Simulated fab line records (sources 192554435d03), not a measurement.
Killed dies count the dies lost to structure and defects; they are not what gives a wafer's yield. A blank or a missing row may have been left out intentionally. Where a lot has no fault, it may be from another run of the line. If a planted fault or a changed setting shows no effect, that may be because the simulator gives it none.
fab line records	flow n5-finfet
record lots=5	wafers=15	last-day=20
route steps=1938 shown MOL_CONTACT_COAG@615 BEOL_M4@1111 PASSIVATION@1936
lots that met no fault: taken from a fault-free run of the same line
start-h: start of the lot's first displayed wafer, in hours after the record's first day	wait-h: time in hours since the lot's previous step	" the same as in the row above	L1.1+2: a row that stands for several wafers	- no value present, or no start provided	* or withheld: withheld	< > ~ a bound
route shown NAME@n: names a module that has steps shown in the file, with the first one's number in the route	usual: mean/standard deviation of fault-free wafers	same: alike in all rows	chamber/n: place in a boat	sites: the reading at each site	_std_site: the values' standard deviation	_edge_site: mean of outer sites minus mean of inner sites	radius-mm: for every site, how far away it sits from the centre of the wafer	mask NAME#n: copy n	behind: the most recent tool/chamber to have shaped the wafer	hold: what put the lot on hold/how long, in hours/how the hold closed	device: transistor that didn't switch, given as n, p or np	end of line: tests of these same wafers at the route's end	a step given without rows: its recipe and nothing more	killed: dies lost to structure and defects at the first sort, not the wafer's yield	map: the dies of a wafer, with x for killed, . for not killed, _ for no die there
set.NAME: the setting as run; set.NAME@STEP: as run at that earlier step	model.NAME: the simulator's own value behind a step, which no gauge read
lots at some steps of the route; a table a step, a row a wafer
services: a tool's chamber out of use, with start hour (start-h, from the record's first day; less than 0 if before it), hours out, and reason
## steps
# step N5_MOL_CONTACT_COAG_VIA_ETCH_117
# recipe chemistry=C4F6/O2	target-depth-a=400	overetch-a=80	mask-material=SOC	target=SiO2	bias-w=455	pressure-mtorr=10	time-s=26	source-w=325	Ar_flow_sccm=300	C4F6_flow_sccm=10	O2_flow_sccm=10	ion-energy-ev=575.3	ends=end-point
# usual drypump-motor-current-A=5.8/0.47	oes_ar_750_au=0.79/0.085	oes-product-au=0.71/0.075	rf-vpp-V=1590/15	showerhead-plenum-p-Torr=2.86/0.058	throttle-valve-pct=41.21/0.22
lot.wafer	tool	chamber	start-h	wait-h	drypump-motor-current-A	oes_ar_750_au	oes-product-au	rf-hours-counter-h	rf-vpp-V	showerhead-plenum-p-Torr	throttle-valve-pct
L739.1	rie-diel-01	3	110.75	0.0	5.2	0.80	0.70	101	1567	2.86	41.44
L739.4	"	1	"	"	5.7	0.78	0.70	143	1579	2.85	41.26
L739.5	"	1	"	"	5.7	0.78	0.69	-	1579	2.85	41.26
L742.2	rie-diel-05	1	124.25	0.0	6.6	0.79	0.71	127	1574	2.85	40.97
L742.3	"	2	"	"	6.0	0.74	0.66	185	1591	2.93	41.07
L742.5	"	1	"	"	6.6	0.79	0.71	-	1574	2.85	40.96
L753.1	rie-diel-04	2	199.73	0.0	5.6	0.71	0.64	190	1582	2.83	41.54
L753.4	"	3	"	"	5.6	0.90	0.80	-	1595	2.90	41.19
L753.6	"	2	"	"	5.5	0.71	0.63	-	1582	2.83	41.53
L760.1	rie-diel-05	0	242.53	0.0	5.7	0.79	0.72	94	1600	2.99	41.27
L760.4	"	2	"	"	6.0	0.73	0.64	215	1590	2.92	41.09
L760.5	"	1	"	"	6.6	0.76	0.69	-	1572	2.84	40.99
L761.3	rie-diel-04	3	243.74	0.0	5.5	0.87	0.78	42	1596	2.90	41.20
L761.4	"	0	"	"	6.2	0.89	0.80	15	1607	2.90	40.94
L761.6	"	2	"	"	5.6	0.69	0.63	-	1580	2.83	41.57
# step N5_MOL_CONTACT_COAG_ETCH_124
# recipe chemistry=CH3F/O2	target=SiNx	target-depth-a=65	mask-material=SOC	stop-on=SiOC	over-etch-frac=0.3	ion-energy-ev=120	pressure-mtorr=30	source-w=395	bias-w=73	Ar_flow_sccm=150	CH3F_flow_sccm=30	O2_flow_sccm=20	ends=end-point
# usual drypump-motor-current-A=5.8/0.47	oes_ar_750_au=0.79/0.084	oes-product-au=0.68/0.073	rf-vpp-V=298/3	showerhead-plenum-p-Torr=2.01/0.043	throttle-valve-pct=16.40/0.2
lot.wafer	tool	chamber	start-h	wait-h	drypump-motor-current-A	oes_ar_750_au	oes-product-au	rf-hours-counter-h	rf-vpp-V	showerhead-plenum-p-Torr	throttle-valve-pct
L739.1	rie-diel-01	3	110.78	0.0	5.2	0.81	0.67	101	293	2.01	16.52
L739.4	"	1	"	"	5.6	0.78	0.66	143	296	2.01	16.44
L739.5	"	1	"	"	5.6	0.78	0.67	-	296	2.01	16.45
L742.2	rie-diel-05	1	124.28	0.0	6.6	0.79	0.68	127	294	2.01	16.16
L742.3	"	2	"	"	6.0	0.74	0.63	185	298	2.07	16.61
L742.5	"	1	"	"	6.6	0.79	0.67	-	294	2.01	16.17
L753.1	rie-diel-04	2	199.76	0.0	5.5	0.71	0.61	190	296	1.99	16.66
L753.4	"	3	"	"	5.5	0.89	0.77	-	299	2.05	16.16
L753.6	"	2	"	"	5.6	0.71	0.61	-	296	1.99	16.65
L760.1	rie-diel-05	0	242.56	0.0	5.7	0.80	0.69	94	300	2.11	16.44
L760.4	"	2	"	"	6.1	0.72	0.61	215	297	2.06	16.66
L760.5	"	1	"	"	6.6	0.76	0.65	-	295	2.00	16.23
L761.3	rie-diel-04	3	243.76	0.0	5.5	0.87	0.75	42	299	2.04	16.21
L761.4	"	0	"	"	6.2	0.90	0.77	15	301	2.05	16.07
L761.6	"	2	"	"	5.5	0.70	0.60	-	295	1.99	16.69
# step N5_MOL_CONTACT_COAG_ETCH_48
# recipe chemistry=C4F6/O2	target-depth-a=150	overetch-a=45	mask-material=SOC	target=SiOC	bias-w=465	pressure-mtorr=10	time-s=17	source-w=335	Ar_flow_sccm=300	C4F6_flow_sccm=10	O2_flow_sccm=10	ion-energy-ev=576
# usual drypump-motor-current-A=5.8/0.47	oes_ar_750_au=0.79/0.084	oes-product-au=0.67/0.078	rf-vpp-V=1592/15	showerhead-plenum-p-Torr=2.86/0.058	throttle-valve-pct=40.76/0.22
lot.wafer	tool	chamber	start-h	wait-h	drypump-motor-current-A	oes_ar_750_au	oes-product-au	rf-hours-counter-h	rf-vpp-V	showerhead-plenum-p-Torr	throttle-valve-pct
L739.1	rie-diel-01	3	110.82	0.0	5.2	0.80	0.69	101	1566	2.86	41.00
L739.4	"	1	"	"	5.7	0.78	0.68	143	1581	2.85	40.82
L739.5	"	1	"	"	5.6	0.78	0.71	-	1581	2.85	40.82
L742.2	rie-diel-05	1	124.32	0.0	6.6	0.78	0.68	127	1574	2.85	40.52
L742.3	"	2	"	"	6.0	0.74	0.61	185	1591	2.93	40.64
L742.5	"	1	"	"	6.6	0.79	0.66	-	1575	2.85	40.51
L753.1	rie-diel-04	2	199.80	0.0	5.5	0.71	0.62	190	1584	2.83	41.09
L753.4	"	3	"	"	5.5	0.90	0.77	-	1598	2.90	40.74
L753.6	"	2	"	"	5.6	0.72	0.61	-	1583	2.83	41.08
L760.1	rie-diel-05	0	242.60	0.0	5.7	0.79	0.68	94	1601	2.99	40.83
L760.4	"	2	"	"	6.0	0.72	0.63	215	1591	2.92	40.66
L760.5	"	1	"	"	6.6	0.76	0.64	-	1575	2.84	40.54
L761.3	rie-diel-04	3	243.80	0.0	5.5	0.88	0.77	42	1598	2.90	40.76
L761.4	"	0	"	"	6.2	0.88	0.78	15	1607	2.90	40.50
L761.6	"	2	"	"	5.5	0.70	0.60	-	1583	2.83	41.09
# step N5_MOL_CONTACT_COAG_STRIP_72
# recipe chemistry=N2/H2	power-w=450	temp-c=40	pressure-mtorr=20	rf-frequency-hz=6e+07	overash-fraction=3	bias-power-w=7	h2-frac=0.5	n2-flow-sccm=200	h2-flow-sccm=200
# step N5_MOL_CONTACT_COAG_STRIP_49
# recipe chemistry=N2/H2	time-s=30	power-w=1000	temp-c=250	pressure-mtorr=withheld	n2-flow-sccm=1750	h2-flow-sccm=3250
# usual drypump-motor-current-A=5.75/0.098	heater-power-w=344/22	temp-c=249.97/0.15
lot.wafer	tool	chamber	start-h	wait-h	drypump-motor-current-A	heater-power-w	rf-hours-counter-h	temp-c
L739.1	plasma-asher-01	1	110.95	-	5.71	340	42	249.77
L739.4	"	1	"	"	5.72	353	-	250.12
L739.5	"	0	"	"	5.63	358	-	249.90
L742.2	plasma-asher-02	0	124.85	-	5.92	351	101	250.08
L742.3	"	1	"	"	5.72	307	-	250.00
L742.5	"	0	"	"	5.92	348	-	250.11
L753.1	plasma-asher-01	1	200.50	-	5.71	343	62	249.82
L753.4	"	1	"	"	5.71	335	-	249.80
L753.6	"	1	"	"	5.71	341	-	249.85
L760.1	plasma-asher-02	1	242.73	-	5.73	303	117	250.08
L760.4	"	1	"	"	5.72	303	-	250.00
L760.5	"	0	"	"	5.93	348	-	249.78
L761.3	plasma-asher-02	1	243.96	-	5.71	299	-	250.20
L761.4	"	0	"	"	5.93	357	-	249.83
L761.6	"	1	"	"	5.72	299	-	250.11
# step N5_MOL_CONTACT_COAG_PRECLEAN_138
# recipe chemistry=alkaline-clean	temp-c=60	time-s=60	do-ppb=50
# step N5_MOL_CONTACT_COAG_SRD_139
# recipe dry=ipa-marangoni	time-s=30	temp-c=23	rinse-liquid=diw
# step N5_MOL_CONTACT_COAG_CD_MEAS_101
# recipe target-cd-nm=16
# usual cd-nm=15.98/0.29
lot.wafer	tool	chamber	start-h	wait-h	cd-nm
L739.1	cd-sem-02	-	111.10	0.0	16.43
L739.4	"	-	"	"	15.73
L739.5	"	-	"	"	16.26
L742.2	cd-sem-03	-	125.00	0.0	15.86
L742.3	"	-	"	"	16.18
L742.5	"	-	"	"	16.49
L753.1	cd-sem-02	-	200.65	0.0	16.66
L753.4	"	-	"	"	16.15
L753.6	"	-	"	"	16.30
L760.1	cd-sem-02	-	242.88	0.0	15.84
L760.4	"	-	"	"	15.46
L760.5	"	-	"	"	16.06
L761.3	cd-sem-01	-	244.09	0.0	16.09
L761.4	"	-	"	"	15.62
L761.6	"	-	"	"	15.76
# step N5_MOL_CONTACT_COAG_PRE_CLEAN_121
# recipe gas=H2/He	time-s=*	temp-c=withheld
# step N5_MOL_CONTACT_COAG_CVD_140
# recipe material=W	target-thk-a=665	mode=selective-fill	temp-c=300	time-s=215
# usual heater-power-w=481/33
lot.wafer	tool	chamber	start-h	wait-h	heater-power-w
L739.1	cvd-w-01	0	111.23	0.1	441
L739.4	"	1	"	"	454
L739.5	"	1	"	"	465
L742.2	cvd-w-02	0	125.13	0.1	508
L742.3	"	0	"	"	511
L742.5	"	0	"	"	524
L753.1	cvd-w-02	1	200.79	0.1	508
L753.4	"	1	"	"	489
L753.6	"	1	"	"	504
L760.1	cvd-w-02	0	243.01	0.1	519
L760.4	"	1	"	"	489
L760.5	"	1	"	"	513
L761.3	cvd-w-02	0	244.30	0.1	543
L761.4	"	1	"	"	515
L761.6	"	1	"	"	517
# step N5_MOL_CONTACT_COAG_PRECLEAN_127
# recipe chemistry=DIW	time-s=57.5	temp-c=23
# step N5_MOL_CONTACT_COAG_SRD_128
# recipe dry-time-s=32	dry=n2-spin	spin-rpm=1500
# step N5_MOL_CONTACT_COAG_CMP_52
# recipe stop-on=SiO2	t-overpolish-s=1.5	post-cmp-clean=w-dilute-nh4oh	down-force-psi=4	platen-rpm=50.289	pad-velocity-m-s=1.0006	target-thk-nm=66.5
# usual motor-current-A=11.6/1.3	overpolish-run-s=1.500/0.0088	platen-rpm=50.29/0.032	time-to-endpoint-s=13.6/2.1
# same t-overpolish-s=1.5
lot.wafer	tool	chamber	start-h	wait-h	motor-current-A	overpolish-run-s	platen-rpm	time-to-endpoint-s
L739.1	cmp-02	0	111.55	0.0	11.4	1.482	50.30	16.3
L739.4	"	3	"	"	10.8	1.494	50.27	18.6
L739.5	"	0	"	"	11.6	1.491	50.28	15.7
L742.2	cmp-01	3	125.46	0.0	9.2	1.505	50.30	13.3
L742.3	"	1	"	"	13.6	1.497	50.28	15.4
L742.5	"	3	"	"	9.2	1.494	50.31	17.3
L753.1	cmp-02	2	201.18	0.1	11.6	1.500	50.30	11.3
L753.4	"	3	"	"	10.8	1.505	50.32	15.3
L753.6	"	0	"	"	11.3	1.496	48.27	11.6
L760.4	cmp-04	0	243.45	0.1	13.1	1.489	50.26	10.8
L760.1	"	1	"	"	10.4	1.500	50.27	13.9
L760.5	"	0	"	"	12.9	1.492	50.31	11.3
L761.4	cmp-04	1	244.54	0.0	10.1	1.510	50.29	13.5
L761.3	"	3	"	"	12.3	1.489	50.26	12.7
L761.6	"	1	"	"	10.5	1.509	50.26	11.2
# step N5_MOL_CONTACT_COAG_THK_MEAS_53
# recipe reads=SiO2_of_MOL_CONTACT_COAG_PECVD_31
# usual VIA_MOL_THK=44.0/0.64
lot.wafer	tool	chamber	start-h	wait-h	VIA_MOL_THK[nm]
L739.1	film-metro-01	-	111.85	-	44.3
L739.4	"	-	"	"	44.6
L739.5	"	-	"	"	44.4
L742.2	film-metro-02	-	125.76	-	44.3
L742.3	"	-	"	"	43.5
L742.5	"	-	"	"	44.6
L753.1	film-metro-01	-	201.40	-	43.1
L753.4	"	-	"	"	43.7
L753.6	"	-	"	"	44.2
L760.1	film-metro-01	-	243.70	-	43.2
L760.4	"	-	"	"	44.4
L760.5	"	-	"	"	44.8
L761.3	film-metro-01	-	244.83	-	42.9
L761.4	"	-	"	"	43.5
L761.6	"	-	"	"	43.3
# step N5_BEOL_M4_RC_MEAS_101
# usual DIBL_N=36.6/1.3	DIBL_P=36.4/1.4	IOFF_N=0.167/0.023	IOFF_P=0.219/0.029	ION_N=678/8.7	ION_P=464/6.4	SS_N=71.5/0.53	SS_P=73.4/0.57	VT_N=248.5/2.8	VT_P=-249/3.1
lot.wafer	tool	chamber	start-h	wait-h	DIBL_N[mV/V]	DIBL_P[mV/V]	IOFF_N[nA/um]	IOFF_P[nA/um]	ION_N[uA/um]	ION_P[uA/um]	SS_N[mV/dec]	SS_P[mV/dec]	VT_N[mV]	VT_P[mV]
L739.1	prober-01	0	198.19	0.0	38.5	37.0	0.201	0.252	683	467	70.7	74.1	245.5	-250
L739.4	"	0	"	"	37.8	36.0	0.178	0.226	685	471	71.1	73.1	247.7	-250
L739.5	"	0	"	"	37.7	36.6	0.184	0.242	685	473	71.5	74.0	246.7	-246
L742.2	prober-02	0	203.08	0.2	37.2	35.2	0.158	0.218	688	472	71.2	73.6	247.7	-249
L742.3	"	0	"	"	38.1	36.9	0.185	0.259	693	478	72.0	73.5	244.5	-246
L742.5	"	0	"	"	35.7	33.5	0.136	0.190	685	467	71.4	71.7	249.4	-250
L753.1	prober-02	0	296.68	0.0	37.5	37.2	0.187	0.261	679	465	72.4	73.6	246.6	-245
L753.4	"	0	"	"	36.0	35.6	0.158	0.239	674	468	71.2	73.8	250.5	-246
L753.6	"	0	"	"	38.3	37.8	0.201	0.270	672	463	71.8	74.3	247.1	-246
L761.3	prober-02	0	351.72	0.3	36.3	37.9	0.161	0.207	675	468	71.6	72.9	251.6	-251
L761.4	"	0	"	"	34.9	35.4	0.138	0.168	667	456	71.0	71.8	251.8	-255
L761.6	"	0	"	"	35.5	36.8	0.152	0.197	676	461	70.6	72.7	248.2	-250
L760.1	prober-01	0	358.31	0.0	37.9	37.2	0.210	0.253	697	470	72.1	74.1	243.8	-247
L760.4	"	0	"	"	37.9	37.4	0.201	0.252	692	464	71.6	73.8	245.1	-249
L760.5	"	0	"	"	38.7	38.6	0.219	0.272	696	470	71.8	74.6	242.8	-247
# step N5_PASSIVATION_PROBE_49
# usual defect-limited-yield=91.6/1.6	killed_at_M0_to_M3=32/9.7	killed_at_M4_up=13/4.4	killed-at-contacts=12/6.5	killed-at-front-end=38/12	killed-at-other=3.7/3	killed-dies=99/18	killed-open=66/14	killed-short=32/7.5	sort_bin_5_function=4.9/1	sort_bin_6_memory=3.2/0.73	sort-n-pass=1081/18	sort-yield-pct=91.6/1.6
# same gross-dies=1180	killed-at-back-side=0	sort_bin_4_leakage[%]=0	sort_bin_8_speed[%]=0
lot.wafer	tool	chamber	start-h	wait-h	defect-limited-yield[%]	killed_at_M0_to_M3	killed_at_M4_up	killed-at-contacts	killed-at-front-end	killed-at-other	killed-dies	killed-open	killed-short	sort_bin_5_function[%]	sort_bin_6_memory[%]	sort-n-pass	sort-yield-pct[%]
L739.1	prober-02	-	309.32	0.0	90.4	34	13	25	35	6	113	71	42	5.8	3.4	1067	90.4
L739.4	prober-02	-	309.47	0.2	91.6	20	15	16	35	13	99	59	40	4.2	3.9	1081	91.6
L739.5	prober-02	-	309.52	0.2	91.3	35	10	9	39	10	103	58	45	4.7	3.7	1077	91.3
# killed by level:class
L739.1 MOL_CONTACT_COAG:geometric-particle:open=21 BEOL_M0_SAQP:geometric-particle:short=9 BEOL_M4:geometric-particle:open=9 BEOL_M1:geometric-particle:open=7 STI_FIN_REVEAL:geometric-particle:open=6 GATE_CUT:geometric-particle:short=6 ILD0:geometric-particle:short=4 MOL_CONTACT_COAG:geometric-particle:short=4
L739.4 MOL_CONTACT_COAG:geometric-particle:open=12 GATE_CUT:geometric-particle:short=7 STI_FIN_REVEAL:geometric-particle:open=6 BEOL_M1:geometric-particle:open=6 BEOL_M4:geometric-particle:open=5 MIM_TOP_ETCH:geometric-particle:open=5 MIM_TOP_ETCH:geometric-particle:short=5 ILD0:geometric-particle:short=4
L739.5 BEOL_M0_SAQP:geometric-particle:open=10 BEOL_M0_SAQP:geometric-particle:short=10 FIN_SAQP:geometric-particle:short=9 BEOL_M4:geometric-particle:open=7 STI_FIN_REVEAL:geometric-particle:open=6 GATE_CUT:geometric-particle:short=6 MOL_CONTACT_COAG:geometric-particle:open=6 DUMMY_GATE:geometric-particle:open=5
## services
tool	chamber	start-h	hours	kind
cvd-w-01	1	99.10	9.6	repair
rie-diel-04	3	101.78	-	clean
rie-diel-04	3	101.78	-	consumable-replace:focus-ring
rie-diel-04	3	101.78	28.4	scheduled-down
rie-diel-04	3	101.78	28.4	vent-cycle
cmp-02	-	113.89	4.0	pm
cmp-04	-	113.89	0.6	repair
plasma-asher-01	-	117.89	8.2	repair
rie-diel-04	-	119.54	2.3	repair
cmp-04	-	131.11	6.7	pm
rie-diel-05	-	132.88	14.6	pm
cmp-01	-	141.80	2.4	repair
plasma-asher-02	-	146.07	28.1	pm
rie-diel-05	1	173.90	8.8	repair
rie-diel-04	1	176.16	8.1	repair
rie-diel-01	0	182.28	1.9	repair
cmp-04	-	182.94	5.0	pm
plasma-asher-01	-	183.68	14.6	pm
plasma-asher-02	-	187.79	18.5	repair
rie-diel-01	2	190.80	1.6	repair
cmp-02	-	192.28	1.1	repair
rie-diel-04	0	214.62	7.9	repair
rie-diel-05	-	236.95	2.4	repair
cmp-01	-	244.45	9.3	pm
## key
first-sign step=N5_MOL_CONTACT_COAG_CMP_52	reading=platen-rpm	direction=down	sigmas=63	usual=50.29	struck=48.27
effect none on later readings
met-at N5_MOL_CONTACT_COAG_CMP_52
struck-wafers L753.6
onset-between 111.55 201.18
fault kind=process-parameter-drift	tool=cmp-02	chamber=0	onset-h=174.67	steps=N5_MOL_CONTACT_COAG_CMP_52	channel=platen-rpm	offset=-2.0116	shape=step	end-h=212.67	acts-in=these-recipes-only	stated=50.289
